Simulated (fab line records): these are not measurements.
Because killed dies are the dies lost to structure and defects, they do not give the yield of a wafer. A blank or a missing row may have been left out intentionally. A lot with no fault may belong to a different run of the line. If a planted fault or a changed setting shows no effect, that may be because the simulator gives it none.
fab line records ; flow nand-harc
[record] lots = 11; wafers = 32; last-day = 34
route steps=1302 shown P_ZERO_WELL@9 P_GATE@124 P_CONTACT@242
lots that met no fault: from a run of the same line without faults
start-h: the number of hours between the record's first day and the start of the first shown wafer of the lot ; wait-h: how many hours have passed since the lot's step before this one ; " as in the row above ; L1.1+2: several wafers, shown together as one row ; - either no value or no given start ; * or withheld: withheld ; < > ~ a bound
route shown NAME@n: names a module that has steps shown in the file, with the first one's number in the route ; usual: the fault-free wafers' mean and standard deviation ; same: alike in all rows ; chamber/n: place in a boat ; sites: readings site by site ; _std_site: standard deviation of those values ; _edge_site: inner sites' mean taken away from outer sites' mean ; radius-mm: how far each site lies from the wafer's centre ; mask NAME#n: copy n ; behind: the most recent tool/chamber to have shaped the wafer ; hold: cause of the lot's hold/its duration in hours/its outcome ; device: whichever transistor did not switch (one of n, p or np) ; end of line: the same wafers' tests at the end of the route ; step lacking rows: just its recipe ; killed: the dies lost at the first sort to structure and to defects; this is not the yield of the wafer ; map: dies across one wafer; x = killed, . = not, _ = none there
set.NAME: the setting the step ran with; set.NAME@STEP: the setting that earlier step ran with ; model.NAME: the simulator's own value behind a step, which no gauge read
steps of the route over a sample of lots; a table a step, a row a wafer
services: the hour from which a tool's chamber was out of use, counted from the record's first day as start-h (under 0 if before that day), plus the number of hours and why
[[steps]]
[step NHARC_P_ZERO_WELL_SOFTBAKE_06]
[recipe] temp-c = 125; time-s = 70
[usual] heater-power-total-W = 200.7/1.4; resist-line-temp-C = 23.02/0.096
lot.wafer;tool;chamber;start-h;wait-h;heater-power-total-W;resist-line-temp-C
L562.1;litho-track-03;0;30;-;199.2;23.07
L562.2;litho-track-03;0;30;-;202.5;23.13
L562.6;litho-track-03;0;30;-;199.8;22.98
L564.1;litho-track-05;0;50;-;199.8;23.02
L564.2;litho-track-05;0;50;-;202.7;23.02
L564.3;litho-track-05;0;50;-;200.1;23.03
L565.1;litho-track-07;0;60;-;199.4;22.85
L565.2;litho-track-07;0;60;-;201.0;22.86
L565.6;litho-track-07;0;60;-;200.2;22.83
L567.2;litho-track-03;0;80;-;199.1;22.88
L567.3;litho-track-03;0;80;-;201.0;23.17
L567.4;litho-track-03;0;80;-;198.9;23.09
L568.1;litho-track-05;0;90;-;201.2;22.87
L568.2;litho-track-05;0;90;-;200.9;22.83
L568.4;litho-track-05;0;90;-;202.6;22.80
L569.1;litho-track-07;0;100;-;200.3;23.09
L569.3;litho-track-07;0;100;-;200.1;23.07
L569.5;litho-track-07;0;100;-;199.7;23.00
L572.1;litho-track-03;0;130;-;202.2;23.01
L572.2;litho-track-03;0;130;-;202.6;22.86
L572.5;litho-track-03;0;130;-;199.8;23.11
L573.2;litho-track-03;0;140;-;199.0;22.92
L573.3;litho-track-03;0;140;-;200.2;22.93
L573.5;litho-track-03;0;140;-;202.3;22.84
L579.1;litho-track-03;0;200;-;226.7;23.03
L579.4;litho-track-03;0;200;-;226.4;22.92
L583.1;litho-track-05;0;240;-;199.1;23.17
L583.3;litho-track-05;0;240;-;202.5;23.03
L583.4;litho-track-05;0;240;-;199.9;23.03
L584.3;litho-track-07;0;250;-;200.5;23.06
L584.4;litho-track-07;0;250;-;199.1;23.08
L584.6;litho-track-07;0;250;-;199.9;23.07
[step NHARC_P_GATE_DESCUM_13]
[recipe] time-s = 3; o2-flow-sccm = 200; ar-flow-sccm = 0; bias-power-w = 0; chemistry = O2
[usual] chamber-pressure-mTorr = 60.00/0.054; drypump-motor-current-A = 5.6/0.39; oes-product-au = 1.001/0.011; rf-vpp-V = 58.1/0.91; showerhead-plenum-p-Torr = 1.96/0.086; throttle-valve-pct = 11.311/0.0087
lot.wafer;tool;chamber;start-h;wait-h;chamber-pressure-mTorr;drypump-motor-current-A;oes-product-au;rf-hours-counter-h;rf-vpp-V;showerhead-plenum-p-Torr;throttle-valve-pct
L562.1;rie-diel-03;3;90.59;-;59.92;5.7;1.005;10;58.0;2.06;11.303
L562.2;rie-diel-03;0;90.59;-;59.98;6.4;1.018;11;59.7;1.84;11.306
L562.6;rie-diel-03;1;90.59;-;59.99;5.4;1.006;-;58.6;1.96;11.323
L565.1;rie-diel-03;0;116.67;-;60.02;6.4;1.000;0;58.8;1.84;11.312
L565.2;rie-diel-03;2;116.67;-;60.05;5.5;0.981;0;57.8;1.87;11.303
L565.6;rie-diel-03;0;116.67;-;59.93;6.4;1.000;-;57.8;1.84;11.316
L564.1;rie-diel-11;2;116.82;-;60.04;5.1;1.005;3;57.3;2.06;11.300
L564.3;rie-diel-11;0;116.82;-;59.97;5.8;1.007;2;56.5;1.86;11.308
L564.2;rie-diel-11;1;116.82;-;60.02;5.9;1.010;2;57.5;2.03;11.318
L567.3;rie-diel-06;0;140.42;-;60.00;5.0;1.016;0;58.7;1.98;11.306
L567.4;rie-diel-06;1;140.42;-;59.99;6.0;1.020;0;57.3;2.04;11.313
L567.2;rie-diel-06;2;140.42;-;60.06;5.4;1.004;0;59.4;2.01;11.308
L568.1;rie-diel-03;0;147.99;-;60.11;6.4;1.003;0;56.5;1.84;11.314
L568.2;rie-diel-03;1;147.99;-;59.94;5.4;1.013;0;59.0;1.96;11.313
L568.4;rie-diel-03;3;147.99;-;60.00;5.7;0.976;0;59.5;2.06;11.319
L569.1;rie-diel-11;3;162.34;-;60.01;5.5;1.007;6;57.7;1.86;11.309
L569.3;rie-diel-11;0;162.34;-;60.00;5.8;0.994;7;57.4;1.85;11.312
L569.5;rie-diel-11;3;162.34;-;60.06;5.5;1.004;-;57.5;1.86;11.313
L572.1;rie-diel-11;1;189.88;-;59.99;5.9;1.015;10;57.8;2.03;11.308
L572.2;rie-diel-11;3;189.88;-;59.95;5.5;1.003;10;58.5;1.85;11.316
L572.5;rie-diel-11;1;189.88;-;59.95;5.9;1.009;-;58.5;2.03;11.308
L573.3;rie-diel-03;1;198.56;-;59.91;5.3;1.022;2;56.3;1.95;11.301
L573.2;rie-diel-03;2;198.56;-;60.01;5.4;0.982;3;57.0;1.87;11.307
L573.5;rie-diel-03;0;198.56;-;59.96;6.4;0.993;-;58.6;1.84;11.323
L579.1;rie-diel-11;3;269.47;-;60.09;5.5;1.000;0;57.8;1.85;11.302
L579.4;rie-diel-11;1;269.47;-;60.08;5.9;1.007;0;56.6;2.02;11.326
L583.3;rie-diel-11;1;299.19;-;59.93;5.9;0.996;2;59.0;2.02;11.319
L583.4;rie-diel-11;2;299.19;-;59.93;5.1;1.002;3;58.2;2.05;11.302
L583.1;rie-diel-11;3;299.19;-;59.97;5.5;1.014;3;58.0;1.85;11.311
L584.3;rie-diel-03;1;312.28;-;59.97;5.4;0.989;2;58.0;1.95;11.319
L584.4;rie-diel-03;3;312.28;-;59.95;5.6;0.998;2;57.3;2.06;11.305
L584.6;rie-diel-03;1;312.28;-;59.96;5.4;0.993;-;57.3;1.95;11.305
[step NHARC_P_GATE_DESCUM_93]
[recipe] time-s = 3; o2-flow-sccm = 200; ar-flow-sccm = 0; bias-power-w = 0; chemistry = O2
[usual] chamber-pressure-mTorr = 60.00/0.055; drypump-motor-current-A = 5.6/0.36; oes-product-au = 1.000/0.01; rf-vpp-V = 57.9/0.89; showerhead-plenum-p-Torr = 1.97/0.084; throttle-valve-pct = 11.312/0.0093
lot.wafer;tool;chamber;start-h;wait-h;chamber-pressure-mTorr;drypump-motor-current-A;oes-product-au;rf-hours-counter-h;rf-vpp-V;showerhead-plenum-p-Torr;throttle-valve-pct
L562.2;rie-diel-03;0;120.66;-;59.98;6.4;0.999;0.0;58.3;1.84;11.319
L562.1;rie-diel-03;1;120.66;-;60.01;5.4;1.005;0.0;58.5;1.96;11.312
L562.6;rie-diel-03;3;120.66;-;59.96;5.7;0.982;-;56.6;2.06;11.312
L564.1;rie-diel-06;1;145.56;-;60.04;6.1;1.012;0;57.3;2.04;11.308
L564.2;rie-diel-06;2;145.56;-;59.92;5.5;1.007;0;56.6;2.01;11.318
L564.3;rie-diel-06;0;145.56;-;59.90;5.0;1.010;0;58.9;1.98;11.310
L565.1;rie-diel-03;3;148.26;-;59.91;5.7;0.977;0.3;58.2;2.06;11.307
L565.2;rie-diel-03;1;148.26;-;59.97;5.4;1.014;0.4;58.8;1.96;11.311
L565.6;rie-diel-03;2;148.26;-;60.00;5.4;0.979;-;57.5;1.87;11.319
L567.3;rie-diel-06;3;175.13;-;59.99;5.6;0.999;2.8;56.4;2.05;11.317
L567.2;rie-diel-06;1;175.13;-;59.97;6.1;1.007;2.9;58.9;2.04;11.305
L567.4;rie-diel-06;1;175.13;-;60.10;6.0;1.017;-;58.2;2.04;11.319
L568.1;rie-diel-11;1;177.64;-;59.97;5.9;1.008;8.9;58.1;2.03;11.303
L568.4;rie-diel-11;2;177.64;-;60.01;5.1;0.997;5.8;59.8;2.06;11.309
L568.2;rie-diel-11;3;177.64;-;60.05;5.5;1.010;9.0;56.0;1.85;11.313
L569.3;rie-diel-11;1;194.58;-;59.98;5.9;0.997;9.8;56.2;2.03;11.319
L569.1;rie-diel-11;2;194.58;-;60.17;5.1;0.990;6.7;58.4;2.06;11.319
L569.5;rie-diel-11;3;194.58;-;59.97;5.5;1.001;-;57.7;1.85;11.302
L572.1;rie-diel-06;0;223.72;-;60.05;5.1;1.007;5.1;56.8;1.98;11.309
L572.2;rie-diel-06;1;223.72;-;59.93;6.1;0.997;5.4;58.1;2.04;11.299
L572.5;rie-diel-06;0;223.72;-;59.94;5.0;0.996;-;57.7;1.98;11.289
L573.3;rie-diel-03;0;229.64;-;59.95;6.4;1.001;3.8;57.3;1.84;11.319
L573.2;rie-diel-03;1;229.64;-;60.02;5.4;1.009;3.7;58.1;1.95;11.301
L573.5;rie-diel-03;1;229.64;-;60.04;5.4;0.999;-;57.5;1.95;11.306
L579.1;rie-diel-06;0;300.22;-;59.97;5.1;1.009;7.8;56.9;1.98;11.307
L579.4;rie-diel-06;3;300.22;-;60.03;5.6;0.997;8.6;56.9;2.04;11.311
L583.1;rie-diel-11;1;333.83;-;59.98;5.9;0.995;4.2;57.7;2.02;11.320
L583.4;rie-diel-11;2;333.83;-;60.04;5.1;0.981;5.0;57.6;2.05;11.304
L583.3;rie-diel-11;3;333.83;-;59.98;5.5;1.003;4.8;56.3;1.85;11.313
L584.3;rie-diel-06;3;345.15;-;60.01;5.6;1.003;2.0;58.8;2.04;11.323
L584.4;rie-diel-06;1;345.15;-;59.98;6.0;1.000;1.4;58.6;2.04;11.317
L584.6;rie-diel-06;0;345.15;-;59.96;5.1;1.001;-;57.6;1.98;11.316
[step NHARC_P_CONTACT_STRIP_28]
[recipe] o2-flow-sccm = 500; ar-flow-sccm = 0; bias-w = 0; chemistry = O2
[usual] chamber-pressure-mTorr = 60.00/0.054; drypump-motor-current-A = 5.8/0.43; oes-product-au = 1.001/0.0075; rf-vpp-V = 58.1/0.97; showerhead-plenum-p-Torr = 3.61/0.11; throttle-valve-pct = 17.038/0.0084
lot.wafer;tool;chamber;start-h;wait-h;chamber-pressure-mTorr;drypump-motor-current-A;oes-product-au;rf-hours-counter-h;rf-vpp-V;showerhead-plenum-p-Torr;throttle-valve-pct
L562.2;rie-diel-07;2;126.32;0.1;59.97;6.5;0.989;0.0;57.2;3.43;17.037
L562.1;rie-diel-07;1;126.32;0.1;59.97;5.2;0.990;0.0;56.6;3.76;17.041
L562.6;rie-diel-07;2;126.32;0.1;59.97;6.4;0.993;-;58.9;3.43;17.034
L564.2;rie-diel-12;1;151.56;0.1;59.92;5.3;1.003;2.0;58.8;3.58;17.037
L564.3;rie-diel-12;3;151.56;0.1;60.02;5.1;1.018;1.6;58.2;3.64;17.041
L564.1;rie-diel-12;0;151.56;0.1;60.00;5.1;0.995;2.0;58.0;3.74;17.034
L565.2;rie-diel-02;0;154.05;0.1;60.04;5.6;1.012;2.5;57.0;3.53;17.034
L565.1;rie-diel-02;1;154.05;0.1;60.01;5.8;1.007;3.0;58.7;3.66;17.043
L565.6;rie-diel-02;0;154.05;0.1;59.96;5.6;1.004;-;56.2;3.53;17.025
L567.3;rie-diel-02;1;181.03;0.1;59.98;5.8;0.996;3.3;58.9;3.66;17.036
L567.4;rie-diel-02;2;181.03;0.1;60.03;6.0;0.998;3.4;59.3;3.70;17.032
L567.2;rie-diel-02;3;181.03;0.1;60.08;5.8;0.992;3.3;60.4;3.72;17.044
L568.2;rie-diel-12;2;183.30;0.1;60.02;6.4;0.995;2.6;56.9;3.40;17.040
L568.1;rie-diel-12;3;183.30;0.1;59.95;5.0;1.005;2.2;57.7;3.64;17.047
L568.4;rie-diel-12;0;183.30;0.1;59.99;5.1;1.003;2.8;60.0;3.74;17.049
L569.3;rie-diel-02;1;201.19;0.1;60.10;5.8;1.010;3.7;57.9;3.66;17.036
L569.1;rie-diel-02;3;201.19;0.1;60.04;5.9;1.011;3.7;57.5;3.72;17.021
L569.5;rie-diel-02;0;201.19;0.1;59.95;5.6;1.005;-;58.4;3.53;17.032
L572.2;rie-diel-07;3;229.29;0.1;60.06;6.1;0.993;6.0;57.8;3.58;17.039
L572.1;rie-diel-07;0;229.29;0.1;60.00;5.5;1.000;5.0;58.7;3.67;17.046
L572.5;rie-diel-07;0;229.29;0.1;60.03;5.5;0.993;-;58.5;3.67;17.037
L573.3;rie-diel-07;0;235.19;0.1;59.96;5.5;1.000;5.2;60.7;3.67;17.032
L573.2;rie-diel-07;3;235.19;0.1;59.93;6.1;1.007;6.2;57.9;3.58;17.038
L573.5;rie-diel-07;1;235.19;0.1;60.04;5.2;1.001;-;59.2;3.76;17.042
L579.1;rie-diel-07;0;306.09;0.1;60.01;5.5;0.991;0.1;59.1;3.67;17.032
L579.4;rie-diel-07;1;306.09;0.1;60.00;5.2;0.997;0.1;59.8;3.76;17.045
L583.1;rie-diel-02;3;339.48;0.1;60.10;5.8;0.993;3.9;58.4;3.72;17.038
L583.3;rie-diel-02;1;339.48;0.1;60.00;5.8;1.008;3.8;58.5;3.66;17.034
L583.4;rie-diel-02;2;339.48;0.1;60.01;6.0;1.003;3.9;58.4;3.70;17.046
L584.4;rie-diel-02;0;351.47;0.1;59.95;5.6;1.006;3.3;58.7;3.53;17.052
L584.3;rie-diel-02;3;351.47;0.1;60.00;5.8;1.001;4.1;58.2;3.72;17.037
L584.6;rie-diel-02;0;351.47;0.1;60.07;5.6;1.014;-;58.8;3.53;17.036
[[services]]
tool;chamber;start-h;hours;kind
rie-diel-03;2;18.72;25.9;repair
rie-diel-06;-;29.01;0.2;repair
rie-diel-02;-;39.70;9.0;pm
rie-diel-02;2;55.29;3.5;repair
rie-diel-11;-;78.50;9.0;pm
rie-diel-03;-;104.31;9.0;pm
rie-diel-06;-;130.20;9.0;pm
rie-diel-02;0;135.11;7.3;repair
rie-diel-11;2;147.25;22.2;repair
rie-diel-03;1;155.32;20.9;repair
rie-diel-06;0;172.58;21.5;repair
rie-diel-06;-;207.70;0.2;repair
rie-diel-02;0;209.87;11.0;repair
rie-diel-11;-;212.22;1.4;repair
rie-diel-02;-;216.70;9.0;pm
rie-diel-03;2;219.51;15.7;repair
rie-diel-03;-;219.99;0.7;repair
rie-diel-11;0;242.51;3.7;repair
rie-diel-11;-;255.50;9.0;pm
rie-diel-02;0;266.76;11.7;repair
rie-diel-06;0;268.43;4.0;repair
rie-diel-03;-;281.31;9.0;pm
rie-diel-06;-;307.20;9.0;pm
rie-diel-02;-;319.61;0.5;repair
[[key]]
[first-sign] step = NHARC_P_ZERO_WELL_SOFTBAKE_06; reading = heater-power-total-W; direction = up; sigmas = 19; usual = *; struck = *
effect none on later readings
met-at NHARC_P_ZERO_WELL_SOFTBAKE_06
struck-lots L579
struck-wafers L579.1,L579.4
tester-left-out L579
not-acting-at NHARC_P_GATE_DESCUM_13,NHARC_P_GATE_DESCUM_93,NHARC_P_CONTACT_STRIP_28
onset-between 140 200
[fault] kind = process-parameter-drift; tool = litho-track-03; chamber = -; onset-h = 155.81; steps = NHARC_P_ZERO_WELL_SOFTBAKE_06; channel = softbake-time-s; offset = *; shape = step; end-h = 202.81; scope = struck-wafers-only; acts-in = *; stated = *
// tester-left-out: of these lots the tester's yield and bins aren't shown, on N5 and GAA mostly nor the transistor test; their killed dies are dies lost to structure and defects alone, not to doping, threshold or leakage, so they don't give the yield
